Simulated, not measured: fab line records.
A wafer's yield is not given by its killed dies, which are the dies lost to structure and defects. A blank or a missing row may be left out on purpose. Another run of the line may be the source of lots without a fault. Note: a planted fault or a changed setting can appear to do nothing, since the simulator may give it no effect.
Matching of chambers | flow n5Finfet | 4 sister chambers for N5_BEOL_M11_ETCH_62 on rieDiel-02
The step etches SOC in N2/H2, target depth 110 nm, overetch 22 nm, time 165 s. 4 wafers are shown with their chamber, then 10 later ones without.

WAFERS PAIRED WITH THEIR CHAMBERS
wafer  | chamber | drypumpMotorCurrentA (A)
L092.1 | 3       | 6.5
L092.3 | 0       | 6.5
L094.2 | 1       | 5.7
L094.3 | 2       | 5.8

WAFERS WITH NO CHAMBER GIVEN
wafer  | drypumpMotorCurrentA (A)
L094.4 | 6.6
L093.1 | 5.7
L093.2 | 6.6
L093.4 | 6.6
L097.2 | 5.9
L097.4 | 6.5
L097.6 | 5.7
L096.2 | 6.5
L096.3 | 5.7
L096.5 | 5.9

CHAMBER TAKEN BY EACH
wafer  | from the rows above     | in truth
L094.4 | can't be placed: 0 or 3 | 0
L093.1 | can't be placed: 1 or 2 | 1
L093.2 | can't be placed: 0 or 3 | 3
L093.4 | can't be placed: 0 or 3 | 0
L097.2 | can't be placed: 2 or 1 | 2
L097.4 | can't be placed: 0 or 3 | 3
L097.6 | can't be placed: 1 or 2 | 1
L096.2 | can't be placed: 0 or 3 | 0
L096.3 | can't be placed: 1 or 2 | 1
L096.5 | can't be placed: 2 or 1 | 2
Correctly placed: 0 of 10. Can't be placed from these rows: 10 (the true chamber is among the candidates in 10). 0 placed wrongly.
How it was worked out, from the rows above alone: a wafer's distance from a chamber is the root of the sum, over the readings, of the square of ((its reading less the chamber's mean) divided by the reading's scatter). The wafer belongs to the nearest chamber; if the next one is less than 2 further off, it can't be placed. The mean given for a chamber averages the wafers shown for that chamber. The scatter: root of mean squared gap, hidden wafer to nearest shown wafer, with one shown wafer a chamber.
